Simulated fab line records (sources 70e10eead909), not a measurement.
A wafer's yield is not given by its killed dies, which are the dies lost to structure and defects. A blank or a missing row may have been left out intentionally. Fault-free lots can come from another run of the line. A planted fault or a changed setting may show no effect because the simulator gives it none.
Chamber matching ; flow nand_harc ; pecvd-01 running NHARC_P_M1_PRE_CLEAN_32: 3 sister chambers
The step time 12 s. 3 wafers are shown with their chamber, then 12 later ones without.

WAFERS PAIRED WITH THEIR CHAMBERS
wafer;chamber;heater_power_w (W)
L084.6;1;845
L086.2;2;673
L086.5;0;651

WAFERS WHOSE CHAMBER IS MISSING
wafer;heater_power_w (W)
L088.2;560
L088.3;648
L088.5;639
L091.2;567
L091.4;789
L091.6;623
L092.1;562
L092.2;784
L092.4;660
L095.2;790
L095.5;780
L095.6;660

CHAMBER TAKEN BY EACH
wafer;from the rows above;in truth
L088.2;can't be placed: 0 or 2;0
L088.3;can't be placed: 0 or 2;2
L088.5;can't be placed: 0 or 2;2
L091.2;can't be placed: 0 or 2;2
L091.4;can't be placed: 1 or 2 or 0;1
L091.6;can't be placed: 0 or 2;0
L092.1;can't be placed: 0 or 2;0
L092.2;can't be placed: 1 or 2 or 0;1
L092.4;can't be placed: 0 or 2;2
L095.2;can't be placed: 1 or 2 or 0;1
L095.5;can't be placed: 1 or 2 or 0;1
L095.6;can't be placed: 0 or 2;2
Correctly placed: 0 of 12. Cannot be placed on the basis of these rows: 12; the candidates contain the true chamber in 12. 0 placed wrongly.
How it was worked out, from the rows above alone: a wafer's distance from a chamber is the root of the sum, over the readings, of the square of ((its reading less the chamber's mean) divided by the reading's scatter). The wafer belongs to the nearest chamber; if the next one is less than 2 further off, it can't be placed. Each chamber's mean is taken over the wafers shown for it. The scatter: root of mean squared gap, hidden wafer to nearest shown wafer, with one shown wafer a chamber.
